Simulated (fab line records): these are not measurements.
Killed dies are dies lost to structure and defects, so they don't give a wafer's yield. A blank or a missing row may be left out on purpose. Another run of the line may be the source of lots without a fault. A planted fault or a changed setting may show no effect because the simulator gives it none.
Which tool was responsible? | flow n5 finfet | 32 wafers from 11 lots sampled at 5 of the route's 1938 steps

== WHAT THE GAUGES READ, wafer by wafer ==
N5_DUMMY_REMOVAL_INSPECT_06: inspects for defects (brightfield). Usual: raw defect count at 13, with a standard deviation of 5.6.
lot  | measured    | on                | raw defect count | flag
L974 | day 3 20:27 | defect inspect-01 | 9 15 12          |
L975 | day 4 02:20 | defect inspect-02 | 15 20            |
L977 | day 4 14:27 | defect inspect-02 | 9 6 6            |
L978 | day 4 23:18 | defect inspect-02 | 13 20 16         |
L980 | day 5 11:12 | defect inspect-02 | 23 11 8          |
L986 | day 6 22:14 | defect inspect-01 | 8 7 16           |
L991 | day 8 03:53 | defect inspect-01 | 18 13 5          |
L992 | day 8 11:11 | defect inspect-02 | 9 19 12          |
L994 | day 9 03:06 | defect inspect-02 | 14 13 7          |
L995 | day 9 06:21 | defect inspect-02 | 20 9 6           |
L996 | day 9 09:48 | defect inspect-02 | 11 13 11         |

N5_HKMG_FIN_INSPECT_61: inspects for defects (macro). Usual: raw defect count at 2.1, with a standard deviation of 1.5.
lot  | measured    | on                | raw defect count | flag
L974 | day 3 21:52 | defect inspect-02 | 2 2 3            |
L975 | day 4 03:44 | defect inspect-02 | 0 5              |
L977 | day 4 15:52 | defect inspect-01 | 1 2 1            |
L978 | day 5 00:39 | defect inspect-01 | 1 5 1            |
L980 | day 5 12:34 | defect inspect-01 | 1 3 1            |
L986 | day 6 23:35 | defect inspect-01 | 2 1 1            |
L991 | day 8 05:16 | defect inspect-02 | 2 4 1            |
L992 | day 8 12:40 | defect inspect-02 | 0 3 1            |
L994 | day 9 04:36 | defect inspect-02 | 0 2 3            |
L995 | day 9 07:40 | defect inspect-01 | 1 3 2            |
L996 | day 9 11:19 | defect inspect-01 | 2 2 2            |

N5_BEOL_M4_RC_MEAS_101. Usual: DIBL_N 36.1 mV/V, standard deviation 2.3; DIBL_P 36 mV/V, standard deviation 3.2; IOFF_N 0.16 nA/um, standard deviation 0.045; IOFF_P 0.21 nA/um, standard deviation 0.049; ION_N 674 uA/um, standard deviation 14; ION_P 462 uA/um, standard deviation 8.4; SS_N 71.6 mV/dec, standard deviation 0.83; SS_P 73.2 mV/dec, standard deviation 0.87; VT_N 249 mV, standard deviation 3.8; VT_P -250 mV, standard deviation 3.4.
lot  | measured     | on        | DIBL_N (mV/V)  | DIBL_P (mV/V) | IOFF_N (nA/um) | IOFF_P (nA/um) | ION_N (uA/um) | ION_P (uA/um) | SS_N (mV/dec)  | SS_P (mV/dec)  | VT_N (mV)   | VT_P (mV)      | flag
L974 | day 10 20:59 | prober-02 | 35.1 39.1 37.9 | 34 39 37      | 0.13 0.20 0.18 | 0.21 0.28 0.25 | 659 675 673   | 461 466 465   | 70.7 72.3 71.7 | 72.9 73.6 73.7 | 250 248 248 | -249 -246 -245 |
L975 | day 12 07:51 | prober-01 | 33.3 34.5      | 35 36         | 0.12 0.13      | 0.19 0.23      | 655 664       | 460 464       | 70.6 70.5      | 73.0 72.7      | 254 249     | -250 -244      |
L977 | day 11 20:04 | prober-01 | 39.1 38.2 36.7 | 42 40 39      | 0.22 0.20 0.19 | 0.29 0.26 0.26 | 686 679 695   | 468 465 481   | 72.3 72.0 71.3 | 74.4 73.7 73.7 | 246 248 244 | -246 -246 -246 |
L978 | day 12 16:52 | prober-02 | 35.8 34.3 34.7 | 36 34 35      | 0.15 0.13 0.14 | 0.20 0.17 0.19 | 674 669 677   | 458 461 460   | 71.7 71.1 70.5 | 72.9 72.6 72.1 | 249 249 249 | -251 -252 -251 |
L980 | day 12 13:42 | prober-02 | 35.9 31.9 35.3 | 36 31 34      | 0.16 0.10 0.16 | 0.18 0.13 0.17 | 671 663 670   | 449 451 453   | 71.5 69.7 70.8 | 74.0 72.0 72.7 | 248 252 246 | -250 -256 -255 |
L986 | day 13 09:17 | prober-02 | 34.9 35.4 34.2 | 35 33 33      | 0.13 0.13 0.11 | 0.20 0.17 0.16 | 682 662 648   | 472 458 447   | 71.0 71.3 70.2 | 73.2 72.0 72.0 | 253 251 257 | -250 -255 -254 |
L991 | day 15 19:12 | prober-01 | 34.4 35.0 35.4 | 36 37 37      | 0.14 0.14 0.15 | 0.16 0.19 0.19 | 672 678 676   | 458 466 465   | 71.9 72.0 72.3 | 72.9 73.1 73.5 | 251 254 251 | -255 -256 -253 |
L992 | day 15 19:40 | prober-02 | 36.0 34.3 38.8 | 35 33 39      | 0.16 0.15 0.24 | 0.22 0.20 0.29 | 669 670 688   | 460 459 464   | 71.3 71.2 72.0 | 72.8 72.3 73.4 | 248 248 243 | -247 -248 -247 |
L994 | day 15 22:50 | prober-02 | 37.6 39.2 36.5 | 38 41 37      | 0.17 0.21 0.15 | 0.20 0.28 0.20 | 673 674 675   | 458 466 462   | 71.3 72.2 71.2 | 73.8 75.1 73.9 | 248 249 248 | -252 -249 -254 |
L995 | day 17 04:50 | prober-02 | 40.9 40.3 39.2 | 44 43 41      | 0.28 0.30 0.26 | 0.38 0.36 0.31 | 686 695 685   | 469 472 464   | 73.0 72.4 72.8 | 75.4 74.8 75.0 | 241 239 243 | -241 -240 -243 |
L996 | day 16 04:26 | prober-02 | 39.9 36.0 35.4 | 39 34 33      | 0.22 0.14 0.13 | 0.24 0.17 0.17 | 707 661 670   | 474 450 460   | 72.3 70.8 70.4 | 74.2 73.0 72.0 | 244 250 251 | -250 -252 -248 |

== TOOL THAT RAN EACH LOT (tool first, then ch and the chambers of the sampled wafers, then the start) ==
lot  | N5_HKMG_FIN_HK_ALD_01           | N5_HKMG_FIN_ALD_36
L974 | ald hk-01 ch 0,1,2, day 3 20:49 | ald metal-02 ch 1,2, day 4 00:02
L975 | ald hk-02 ch 0,1, day 4 02:52   | ald metal-04 ch 0,3, day 4 05:57
L977 | ald hk-01 ch 1,2, day 4 14:48   | ald metal-04 ch 1,2,3, day 4 18:02
L978 | ald hk-02 ch 0,1,2, day 4 23:39 | ald metal-02 ch 0,1,3, day 5 02:49
L980 | ald hk-01 ch 0,2, day 5 11:34   | ald metal-01 ch 0,1, day 5 14:56
L986 | ald hk-01 ch 0,2,3, day 6 22:35 | ald metal-02 ch 1,2,3, day 7 02:05
L991 | ald hk-02 ch 0,1,3, day 8 04:16 | ald metal-04 ch 0,1,3, day 8 07:31
L992 | ald hk-03 ch 1,3, day 8 11:33   | ald metal-01 ch 0,1,3, day 8 14:50
L994 | ald hk-02 ch 0,2,3, day 9 03:27 | ald metal-04 ch 0,1,3, day 9 06:46
L995 | ald hk-03 ch 1,3, day 9 06:43   | ald metal-01 ch 0,2, day 9 10:01
L996 | ald hk-03 ch 1,3, day 9 10:17   | ald metal-04 ch 1,2,3, day 9 13:33
- N5_HKMG_FIN_HK_ALD_01: deposits HfO2, target thk 1.6 nm, pulse time 3 s, purge time 3 s.
- N5_HKMG_FIN_ALD_36: deposits TiN, target thk 1 nm, pulse time 1 s, purge time 3 s.

== AS READ BY THE TOOLS THEMSELVES (means over the sampled wafers that have a number; for cases with no such wafer, the mark the record gives instead) ==
N5_HKMG_FIN_HK_ALD_01. Usual: precursor pulse height rel at 0.999, with a standard deviation of 0.022.
lot  | tool      | precursor pulse height rel | flag
L974 | ald hk-01 | 0.984                      |
L975 | ald hk-02 | 0.988                      |
L977 | ald hk-01 | 0.993                      |
L978 | ald hk-02 | 1.008                      |
L980 | ald hk-01 | 1.012                      |
L986 | ald hk-01 | 0.995                      |
L991 | ald hk-02 | 0.997                      |
L992 | ald hk-03 | 1.010                      |
L994 | ald hk-02 | 1.002                      |
L995 | ald hk-03 | 1.002                      |
L996 | ald hk-03 | 1.002                      |

N5_HKMG_FIN_ALD_36. Usual: heater power w 879 W, standard deviation 110; precursor pulse height rel 1.001, standard deviation 0.018.
lot  | tool         | heater power w (W) | precursor pulse height rel | flag
L974 | ald metal-02 | 975                | 1.012                      |
L975 | ald metal-04 | 834                | 0.986                      |
L977 | ald metal-04 | 788                | 1.011                      |
L978 | ald metal-02 | 970                | 1.001                      |
L980 | ald metal-01 | 849                | 1.007                      |
L986 | ald metal-02 | 888                | 0.996                      |
L991 | ald metal-04 | 808                | 1.004                      |
L992 | ald metal-01 | 870                | 0.993                      |
L994 | ald metal-04 | 813                | 0.983                      |
L995 | ald metal-01 | 810                | 1.011                      |
L996 | ald metal-04 | 800                | 1.003                      |

== THE ANSWER, worked out from the rows above alone ==
Rule: take the mean of a lot's wafers that have a number; if it is more than 3 standard deviations from the usual mean, the lot is off. A lot without any number at a reading at which 4 lots or more have one is off too. All remaining lots with rows at the step are treated as sound. The gauges are gone through in route order, then the tools' own readings, and for those a lot's mean is taken as printed above. At the first step where some lot is off, the reading lying furthest off is the one used; lots without a number count as furthest.
No lot is off at any reading shown: from this, nothing can be told.

== WHAT THE SIMULATOR HAD PUT IN ==
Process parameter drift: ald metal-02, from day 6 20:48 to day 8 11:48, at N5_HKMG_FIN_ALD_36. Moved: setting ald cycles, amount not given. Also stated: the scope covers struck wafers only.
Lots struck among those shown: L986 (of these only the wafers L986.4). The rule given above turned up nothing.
